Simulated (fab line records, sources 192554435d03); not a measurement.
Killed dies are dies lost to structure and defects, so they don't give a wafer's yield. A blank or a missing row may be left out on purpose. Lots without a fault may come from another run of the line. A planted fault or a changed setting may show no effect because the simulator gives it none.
Split-lot experiment | flow n5_finfet | 7 lots, 21 wafers read, on a route of 1938 steps

THE SPLIT
At N5_BEOL_M14_SPUTTER_44 (material Ta, target thk 15 nm, time 24.19 s), the setting power_w was moved away from the recipe's 15000 W on 8 of the 21 wafers read, by +7.4% to +13.3%. The other wafers ran this setting at the recipe's value.

The reading is taken at the split's own step.

THE READING
Ta_of_BEOL_M14_SPUTTER_44.thk_nm (the simulator's own value, which no gauge read), in nm, at N5_BEOL_M14_SPUTTER_44 (material Ta, target thk 15 nm, time 24.19 s). The file gives no usual value for it. The 13 wafers here that ran the recipe average 15.0 nm, standard deviation 0.13 nm.

wafer  | tool, chamber at the split | power_w as run, W | against the recipe | Ta_of_BEOL_M14_SPUTTER_44.thk_nm, nm | against lot-mates on the recipe
L076.2 | pvd_sputter-03, -          | 15000             | recipe             | 15.2                                 | -
L076.3 | pvd_sputter-03, -          | 16930             | +12.9%             | 17.2                                 | +2.0
L076.5 | pvd_sputter-03, -          | 16930             | +12.9%             | 17                                   | +1.8
L078.1 | pvd_sputter-01, -          | 15000             | recipe             | 15                                   | -
L078.6 | pvd_sputter-01, -          | 15000             | recipe             | 15                                   | -
L078.2 | pvd_sputter-01, -          | 16110             | +7.4%              | 16                                   | +1.0
L082.2 | pvd_sputter-01, -          | 15000             | recipe             | 15                                   | -
L082.4 | pvd_sputter-01, -          | 15000             | recipe             | 15                                   | -
L082.3 | pvd_sputter-01, -          | 15000             | recipe             | 14.8                                 | -
L083.1 | pvd_sputter-02, -          | 16990             | +13.3%             | 17.2                                 | +2.4
L083.2 | pvd_sputter-02, -          | 16990             | +13.3%             | 17                                   | +2.2
L083.5 | pvd_sputter-02, -          | 15000             | recipe             | 14.8                                 | -
L085.1 | pvd_sputter-02, -          | 15000             | recipe             | 14.8                                 | -
L085.2 | pvd_sputter-02, -          | 15000             | recipe             | 15.2                                 | -
L085.5 | pvd_sputter-02, -          | 15000             | recipe             | 15                                   | -
L090.1 | pvd_sputter-01, -          | 16530             | +10.2%             | 16.2                                 | +1.4
L090.5 | pvd_sputter-01, -          | 16530             | +10.2%             | 16.4                                 | +1.6
L090.6 | pvd_sputter-01, -          | 15000             | recipe             | 14.8                                 | -
L093.1 | pvd_sputter-01, -          | 15000             | recipe             | 15                                   | -
L093.3 | pvd_sputter-01, -          | 15000             | recipe             | 15                                   | -
L093.5 | pvd_sputter-01, -          | 16760             | +11.7%             | 16.4                                 | +1.4

THE FIT
A straight line over all 21 wafers: Ta_of_BEOL_M14_SPUTTER_44.thk_nm changes by +0.151 nm for each +1% of power_w; r = +0.98; the points scatter about the line by 0.18 nm.
The same after taking each lot's own level away (the mean of its wafers on the recipe; 21 wafers): +0.152 nm for each +1%; r = +0.98; scatter 0.16 nm.
On that fit, the largest move of power_w shifts the reading by 2 nm.
The lots' own levels span 14.80 to 15.20 nm, that is 3.0 times the standard deviation above.
So the lot-to-lot level changes the slope little: the two slopes agree.
Check: with one of the wafers moved furthest among these (+13.3%) left out of the fit, the line predicts +1.94 nm for it against its lot-mates. It came out at +2.4 nm against them.

OTHER SPLITS ON THESE WAFERS
These wafers also went through other splits before the reading. Each is held against what the fit with the lots' levels taken away leaves over:
other split on the same wafers | wafers away from the commonest value | r with Ta_of_BEOL_M14_SPUTTER_44.thk_nm (lot level and that fit taken away)
N5_BEOL_M13_EXPOSE_07 dose_mj  | 4                                    | -0.31

THE FILE'S OWN FIT
Ta_of_BEOL_M14_SPUTTER_44.thk_nm changes by +0.147 nm for each +1% of power_w, r = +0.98.
